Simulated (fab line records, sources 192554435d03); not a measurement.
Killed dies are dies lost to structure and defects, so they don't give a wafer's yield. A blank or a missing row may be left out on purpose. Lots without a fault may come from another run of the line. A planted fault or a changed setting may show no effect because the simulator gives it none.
Which tool did it? | flow n5_finfet | 10 lots, 30 wafers sampled, at 2 steps of a route of 1938

WHAT THE GAUGES READ, wafer by wafer
N5_BEOL_M6_OVL_MEAS_29.
lot  | measured     | on         | V5_OVL (nm)
L816 | day 9 09:02  | overlay-01 | -0.7 -1.1 -0.9
L818 | day 9 16:23  | overlay-02 | -0.6 0.0 -1.4
L819 | day 10 12:04 | overlay-02 | -0.1 -0.7 -0.8
L820 | day 10 22:31 | overlay-01 | 0.9 0.9 1.4
L829 | day 13 06:37 | overlay-01 | -0.1 0.2 -0.1
L834 | day 14 08:00 | overlay-02 | -0.4 -0.6 -0.4
L835 | day 14 08:52 | overlay-01 | 0.0 0.9 0.8
L836 | day 14 13:04 | overlay-02 | -1.3 -0.9 -0.4
L837 | day 14 19:11 | overlay-01 | 0.5 0.3 0.8
L839 | day 15 21:38 | overlay-02 | 1.1 0.8 1.1

WHICH TOOL RAN EACH LOT (tool, then ch and the chambers of the sampled wafers, then the start)
lot  | N5_BEOL_M6_STRIP_19
L816 | rie_diel-05 ch 0,1,2, day 9 04:39
L818 | rie_diel-04 ch 0,2,3, day 9 14:28
L819 | rie_diel-05 ch 1,2, day 10 11:40
L820 | rie_diel-05 ch 0,1, day 10 18:43
L829 | rie_diel-02 ch 0,1, day 13 05:54
L834 | rie_diel-05 ch 0,1,3, day 14 06:55
L835 | rie_diel-05 ch 2,3, day 14 08:25
L836 | rie_diel-04 ch 0,2, day 14 11:48
L837 | rie_diel-04 ch 1,2, day 14 18:19
L839 | rie_diel-02 ch 0,3, day 15 19:26
- N5_BEOL_M6_STRIP_19: strips in O2.

THE ANSWER, worked out from the rows above alone
Rule: what is usual is taken from the lots themselves. Put in order of their means at a reading, lots are off if they are a third of the lots or fewer, leave a main group of 4 or more, and stand apart from it by a gap of 3 or more times the standard deviation of the main group's means; of several such gaps the widest counts. A main group whose means are all the same, to the digits that the tables above print for the reading, isn't used. A lot without any number at a reading at which 4 lots or more have one is off too. The other lots that the step has rows for count as sound.
No lot is off at any reading shown: from this, nothing can be told.

WHAT THE SIMULATOR HAD PUT IN
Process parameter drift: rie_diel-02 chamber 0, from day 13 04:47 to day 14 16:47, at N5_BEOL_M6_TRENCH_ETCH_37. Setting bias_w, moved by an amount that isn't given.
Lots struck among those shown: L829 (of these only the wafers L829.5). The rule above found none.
